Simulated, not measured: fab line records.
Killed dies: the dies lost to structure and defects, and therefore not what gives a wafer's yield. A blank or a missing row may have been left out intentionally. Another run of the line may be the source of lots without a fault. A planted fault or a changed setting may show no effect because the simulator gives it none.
Which of the tools did it? -- flow n5 finfet -- 12 lots, 33 wafers sampled, at 4 steps of a route of 1938

WHAT EACH GAUGE READ, for each wafer
N5_BEOL_M15_OVL_MEAS_11.
lot,measured,on,V14_OVL (nm)
L618,day 11 17:13,overlay-02,14 6 5
L625,day 13 08:28,overlay-01,0 2 3
L626,day 13 15:59,overlay-01,6 6 2
L628,day 14 09:43,overlay-01,-4 10 5
L631,day 14 14:06,overlay-01,0 -6 -4
L632,day 15 13:02,overlay-01,-2 -1 5
L634,day 15 20:31,overlay-01,3 -2 7
L637,day 15 21:54,overlay-02,1 8
L638,day 16 08:51,overlay-02,6 4
L636,day 16 11:10,overlay-01,-9 -10
L640,day 16 20:20,overlay-01,14 5 2
L641,day 16 20:41,overlay-01,-3 2 -4

N5_BEOL_M15_CD_MEAS_17 targets a cd of 360 nm.
lot,measured,on,cd nm (nm)
L618,day 11 17:46,cd sem-01,365.0 364.7 364.0
L625,day 13 09:02,cd sem-03,363.9 369.2 362.7
L626,day 13 17:02,cd sem-02,363.9 361.3 363.3
L628,day 14 10:16,cd sem-02,360.3 361.0 362.9
L631,day 14 14:49,cd sem-03,358.7 360.7 361.0
L632,day 15 13:36,cd sem-02,359.7 359.2 362.4
L634,day 15 21:04,cd sem-03,360.3 365.9 361.5
L637,day 15 23:16,cd sem-01,362.7 360.3
L638,day 16 09:24,cd sem-01,363.1 362.3
L636,day 16 11:47,cd sem-02,364.7 364.6
L640,day 16 21:08,cd sem-01,362.0 363.6 360.7
L641,day 16 21:58,cd sem-01,365.2 363.5 363.9

TOOL THAT RAN EACH LOT (tool first, then ch and the chambers of the sampled wafers, then the start)
lot,N5_BEOL_M15_ETCH_59,N5_BEOL_M15_STRIP_63
L618,"rie diel-02 ch 0,3, day 11 17:18","rie diel-02 ch 0,3, day 11 17:46 or earlier"
L625,"rie diel-02 ch 0,3, day 13 08:34","rie diel-02 ch 0,3, day 13 09:02 or earlier"
L626,"rie diel-02 ch 0,1,3, day 13 16:34","rie diel-02 ch 0,1,3, day 13 17:02 or earlier"
L628,"rie diel-01 ch 0,2,3, day 14 09:49","rie diel-01 ch 0,2,3, day 14 10:16 or earlier"
L631,"rie diel-01 ch 2,3, day 14 14:21","rie diel-01 ch 2,3, day 14 14:49 or earlier"
L632,"rie diel-01 ch 0,2,3, day 15 13:08","rie diel-01 ch 0,2,3, day 15 13:36 or earlier"
L634,"rie diel-01 ch 0,1,3, day 15 20:37","rie diel-01 ch 0,1,3, day 15 21:04 or earlier"
L637,"rie diel-01 ch 1,3, day 15 22:48","rie diel-01 ch 1,3, day 15 23:16 or earlier"
L638,"rie diel-01 ch 0,2, day 16 08:56","rie diel-01 ch 0,2, day 16 09:24 or earlier"
L636,"rie diel-01 ch 0,1, day 16 11:20","rie diel-01 ch 0,1, day 16 11:47 or earlier"
L640,"rie diel-02 ch 0,1, day 16 20:40","rie diel-02 ch 0,1, day 16 21:08 or earlier"
L641,"rie diel-05 ch 2,3, day 16 21:28","rie diel-05 ch 2,3, day 16 21:58 or earlier"
- N5_BEOL_M15_ETCH_59: etches BARC in N2/H2, target depth 89 nm, overetch 26.7 nm, time 67.9 s.
- N5_BEOL_M15_STRIP_63: strips in O2.

WHAT THE TOOLS THEMSELVES READ (means of the sampled wafers that have a number; where no wafer has one, the mark that the record gives instead)
N5_BEOL_M15_ETCH_59.
lot,tool,drypump motor current A (A),oes product au (a.u.),rf fwd power W (W),rf vpp V (V),run length s (s),showerhead plenum p Torr (Torr),throttle valve pct (%)
L618,rie diel-02,5.8,0.66,832,526.1,90.9,2.62,18.01
L625,rie diel-02,5.8,0.65,831,525.5,90.8,2.61,18.03
L626,rie diel-02,6.1,0.65,833,524.1,90.8,2.57,18.03
L628,rie diel-01,5.9,0.68,834,522.9,91.4,2.53,17.78
L631,rie diel-01,5.8,0.64,836,522.1,91.9,2.47,17.90
L632,rie diel-01,5.9,0.67,833,522.7,91.4,2.52,17.79
L634,rie diel-01,6.1,0.65,835,522.8,91.4,2.51,17.82
L637,rie diel-01,6.1,0.59,838,521.4,95.4,2.46,17.91
L638,rie diel-01,5.8,0.66,836,524.2,99.7,2.58,17.70
L636,rie diel-01,6.2,0.62,834,524.6,99.4,2.55,17.73
L640,rie diel-02,6.3,0.60,832,524.1,91.1,2.55,18.15
L641,rie diel-05,5.8,0.65,833,522.2,91.2,2.50,17.89

N5_BEOL_M15_STRIP_63.
lot,tool,drypump motor current A (A),oes product au (a.u.),rf vpp V (V),showerhead plenum p Torr (Torr),throttle valve pct (%)
L618,rie diel-02,5.8,0.78,4.4,2.15,16.76
L625,rie diel-02,5.8,0.77,4.6,2.15,16.81
L626,rie diel-02,6.1,0.76,4.1,2.11,16.76
L628,rie diel-01,5.8,0.81,3.5,2.07,16.51
L631,rie diel-01,5.8,0.76,3.2,2.03,16.74
L632,rie diel-01,5.9,0.80,4.0,2.07,16.54
L634,rie diel-01,6.1,0.76,3.5,2.06,16.57
L637,rie diel-01,6.1,0.72,2.8,2.03,16.71
L638,rie diel-01,5.8,0.82,3.9,2.10,16.34
L636,rie diel-01,6.2,0.77,4.0,2.08,16.41
L640,rie diel-02,6.2,0.67,3.5,2.07,16.76
L641,rie diel-05,5.8,0.75,3.6,2.08,16.70

THE ANSWER, worked out from the rows above alone
Rule: the usual values come from the lots themselves. The widest of any qualifying gaps counts: lots, ordered by their means at a reading, are off when they make up no more than a third of the lots, leave a main group of 4 or more, and stand apart from it by 3 or more times the standard deviation of that group's means. A main group whose means are all the same, to the digits that the tables above print for the reading, isn't used. Also off: a lot with no number at a reading for which 4 or more lots have one. The other lots that the step has rows for count as sound. Order of review: gauges by route order, followed by the tools' own readings, for which a lot's mean as printed above is used. At the first step where some lot is off, the reading lying furthest off is the one used; lots without a number count as furthest.
Off: L637, L638, L636, at N5_BEOL_M15_ETCH_59 (run length s). Main group: mean 91.2 s, sd 0.34.
If a tool, at that step or one of the process steps before it, ran each lot that is off and ran no sound lot following the first of them, it fits. One candidate fits, namely rie diel-01 at N5_BEOL_M15_ETCH_59. Its last sound lot is L634 (day 15 20:37), its first lot that is off L637 (day 15 22:48): a fault that began between those two fits.
On the lots that are off, the tool's own readings at N5_BEOL_M15_ETCH_59 differ by more than 5 times the standard deviation of the sound lots' means, which bears it out; run length s reads 98.2 s there versus 91.2 s on the sound lots.

WHAT THE SIMULATOR HAD INSERTED
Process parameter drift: rie diel-01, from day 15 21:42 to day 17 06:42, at N5_BEOL_M15_ETCH_59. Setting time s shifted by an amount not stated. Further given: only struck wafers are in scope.
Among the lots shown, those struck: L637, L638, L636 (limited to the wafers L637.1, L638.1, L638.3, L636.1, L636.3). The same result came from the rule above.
